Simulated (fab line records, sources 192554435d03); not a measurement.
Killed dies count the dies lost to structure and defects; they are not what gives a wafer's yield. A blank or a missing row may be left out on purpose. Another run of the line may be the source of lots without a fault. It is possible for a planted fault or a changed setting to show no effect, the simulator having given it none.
Lot-split experiment :: flow n5Finfet :: route with 1938 steps; 7 lots, 21 wafers read

## ABOUT THE SPLIT
At N5_BEOL_M6_COAT_59 (time 60 s, resist thk 100 nm), the setting spinRpm was moved away from the recipe's 1500 rpm on 7 of the 21 wafers read, by -6.8% to +10.4%. All remaining wafers had this setting at the recipe value.

## FROM THE SPLIT TO THE READING: what the file shows between them, 9 steps
- N5_BEOL_M6_EXPOSE_08: exposes mask M6 (also split here: doseMj)
- N5_BEOL_M6_PEB_09: peb time 60 s
- N5_BEOL_M6_DEVELOP_10: develop time 30 s
- N5_BEOL_M6_CD_MEAS_11: target cd 38.5 nm
- N5_BEOL_M6_DESCUM_16: chemistry O2, time 7.9 s
- N5_BEOL_M6_ETCH_61: etches SiARC in CF4, target depth 45.5 nm, time 75.8 s
- N5_BEOL_M6_ETCH_62: etches SOC in N2/H2, target depth 110 nm, overetch 22 nm, time 165 s
- N5_BEOL_M6_STRIP_68: strips in N2/H2
- N5_BEOL_M6_STRIP_67: strips in CF4

## THE READING
SOC_of_BEOL_M6_COAT_59.thkNm (the simulator's own value, which no gauge read), in nm, at N5_BEOL_M6_HM_OPEN_17 (chemistry Cl2/BCl3, target TiN, target depth 20 nm, overetch 6 nm). The file does not state a usual value for it. Across the 14 wafers here that went through the recipe, the average is 92.1 nm and the standard deviation 0.31 nm.

wafer: L075.2
tool, chamber at the split: lithoTrack-03, 0
spinRpm as run, rpm: 1433
against the recipe: -4.5%
SOC_of_BEOL_M6_COAT_59.thkNm, nm: 94.8
against lot-mates on the recipe: +2.4

wafer: L075.5
tool, chamber at the split: lithoTrack-03, 0
spinRpm as run, rpm: 1500
against the recipe: recipe
SOC_of_BEOL_M6_COAT_59.thkNm, nm: 92.4
against lot-mates on the recipe: -

wafer: L075.6
tool, chamber at the split: lithoTrack-03, 0
spinRpm as run, rpm: 1433
against the recipe: -4.5%
SOC_of_BEOL_M6_COAT_59.thkNm, nm: 94.4
against lot-mates on the recipe: +2.0

wafer: L080.1
tool, chamber at the split: lithoTrack-05, 0
spinRpm as run, rpm: 1500
against the recipe: recipe
SOC_of_BEOL_M6_COAT_59.thkNm, nm: 91.8
against lot-mates on the recipe: -

wafer: L080.3
tool, chamber at the split: lithoTrack-05, 0
spinRpm as run, rpm: 1500
against the recipe: recipe
SOC_of_BEOL_M6_COAT_59.thkNm, nm: 91.8
against lot-mates on the recipe: -

wafer: L080.2
tool, chamber at the split: lithoTrack-05, 0
spinRpm as run, rpm: 1500
against the recipe: recipe
SOC_of_BEOL_M6_COAT_59.thkNm, nm: 91.6
against lot-mates on the recipe: -

wafer: L083.1
tool, chamber at the split: lithoTrack-05, 0
spinRpm as run, rpm: 1500
against the recipe: recipe
SOC_of_BEOL_M6_COAT_59.thkNm, nm: 92.4
against lot-mates on the recipe: -

wafer: L083.4
tool, chamber at the split: lithoTrack-05, 0
spinRpm as run, rpm: 1590
against the recipe: +6.0%
SOC_of_BEOL_M6_COAT_59.thkNm, nm: 89.4
against lot-mates on the recipe: -3.0

wafer: L083.6
tool, chamber at the split: lithoTrack-05, 0
spinRpm as run, rpm: 1590
against the recipe: +6.0%
SOC_of_BEOL_M6_COAT_59.thkNm, nm: 89.4
against lot-mates on the recipe: -3.0

wafer: L087.2
tool, chamber at the split: lithoTrack-05, 0
spinRpm as run, rpm: 1500
against the recipe: recipe
SOC_of_BEOL_M6_COAT_59.thkNm, nm: 91.6
against lot-mates on the recipe: -

wafer: L087.3
tool, chamber at the split: lithoTrack-05, 0
spinRpm as run, rpm: 1500
against the recipe: recipe
SOC_of_BEOL_M6_COAT_59.thkNm, nm: 92
against lot-mates on the recipe: -

wafer: L087.4
tool, chamber at the split: lithoTrack-05, 0
spinRpm as run, rpm: 1500
against the recipe: recipe
SOC_of_BEOL_M6_COAT_59.thkNm, nm: 92
against lot-mates on the recipe: -

wafer: L088.1
tool, chamber at the split: lithoTrack-03, 0
spinRpm as run, rpm: 1656
against the recipe: +10.4%
SOC_of_BEOL_M6_COAT_59.thkNm, nm: 87.6
against lot-mates on the recipe: -4.6

wafer: L088.4
tool, chamber at the split: lithoTrack-03, 0
spinRpm as run, rpm: 1500
against the recipe: recipe
SOC_of_BEOL_M6_COAT_59.thkNm, nm: 92.2
against lot-mates on the recipe: -

wafer: L088.5
tool, chamber at the split: lithoTrack-03, 0
spinRpm as run, rpm: 1656
against the recipe: +10.4%
SOC_of_BEOL_M6_COAT_59.thkNm, nm: 87.4
against lot-mates on the recipe: -4.8

wafer: L086.2
tool, chamber at the split: lithoTrack-05, 0
spinRpm as run, rpm: 1500
against the recipe: recipe
SOC_of_BEOL_M6_COAT_59.thkNm, nm: 92.4
against lot-mates on the recipe: -

wafer: L086.3
tool, chamber at the split: lithoTrack-05, 0
spinRpm as run, rpm: 1500
against the recipe: recipe
SOC_of_BEOL_M6_COAT_59.thkNm, nm: 92.6
against lot-mates on the recipe: -

wafer: L086.4
tool, chamber at the split: lithoTrack-05, 0
spinRpm as run, rpm: 1500
against the recipe: recipe
SOC_of_BEOL_M6_COAT_59.thkNm, nm: 92.2
against lot-mates on the recipe: -

wafer: L096.2
tool, chamber at the split: lithoTrack-03, 0
spinRpm as run, rpm: 1500
against the recipe: recipe
SOC_of_BEOL_M6_COAT_59.thkNm, nm: 92.4
against lot-mates on the recipe: -

wafer: L096.4
tool, chamber at the split: lithoTrack-03, 0
spinRpm as run, rpm: 1398
against the recipe: -6.8%
SOC_of_BEOL_M6_COAT_59.thkNm, nm: 95.6
against lot-mates on the recipe: +3.4

wafer: L096.6
tool, chamber at the split: lithoTrack-03, 0
spinRpm as run, rpm: 1500
against the recipe: recipe
SOC_of_BEOL_M6_COAT_59.thkNm, nm: 92
against lot-mates on the recipe: -

FIT RESULTS
A straight line over all 21 wafers: SOC_of_BEOL_M6_COAT_59.thkNm changes by -0.469 nm for each +1% of spinRpm; r = -0.99; the points scatter about the line by 0.31 nm.
The same after taking each lot's own level away (the mean of its wafers on the recipe; 21 wafers): -0.472 nm for each +1%; r = -1.00; scatter 0.17 nm.
That fit puts the effect of the largest move of spinRpm on the reading at 4.9 nm.
From 91.73 to 92.40 nm: that is the span of the lots' own levels, equal to 2.2 times the standard deviation above.
Consequently the slope shifts little with the lot-to-lot level, the two slopes agreeing.
Check: -5.02 nm against its lot-mates is what the line predicts for one of the wafers moved furthest among these (+10.4%) when that wafer is left out of the fit. Against them it came out at -4.6 nm.

## OTHER SPLITS ON THESE WAFERS
Note: prior to the reading, these wafers also went through further splits. Each is held against what the fit with the lots' levels taken away leaves over:
other split on the same wafers: N5_BEOL_M4_TRENCH_ETCH_37 timeS
wafers away from the commonest value: 9
r with SOC_of_BEOL_M6_COAT_59.thkNm (lot level and that fit taken away): +0.16

other split on the same wafers: N5_BEOL_M6_EXPOSE_08 doseMj
wafers away from the commonest value: 5
r with SOC_of_BEOL_M6_COAT_59.thkNm (lot level and that fit taken away): +0.30

## THE WHOLE CHAIN: every reading that the file lists as answering this split, in the file's order
step: N5_BEOL_M6_COAT_59
what it does: time 60 s, resist thk 100 nm
reading: SOC_of_BEOL_M6_COAT_59.thkNm (the simulator's own value, which no gauge read)
change (the file's fit): -0.479 nm for each +1% of the setting
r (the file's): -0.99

step: N5_BEOL_M6_ETCH_62
what it does: etches SOC in N2/H2, target depth 110 nm, overetch 22 nm, time 165 s
reading: etch.depthNm (the simulator's own value, which no gauge read)
change (the file's fit): -0.484 nm for each +1% of the setting
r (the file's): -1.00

step: N5_BEOL_M6_HM_OPEN_17
what it does: chemistry Cl2/BCl3, target TiN, target depth 20 nm, overetch 6 nm
reading: SOC_of_BEOL_M6_COAT_59.thkNm (the simulator's own value, which no gauge read)
change (the file's fit): -0.475 nm for each +1% of the setting
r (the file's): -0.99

## THE FILE'S OWN FIT
SOC_of_BEOL_M6_COAT_59.thkNm changes by -0.475 nm for each +1% of spinRpm, r = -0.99.
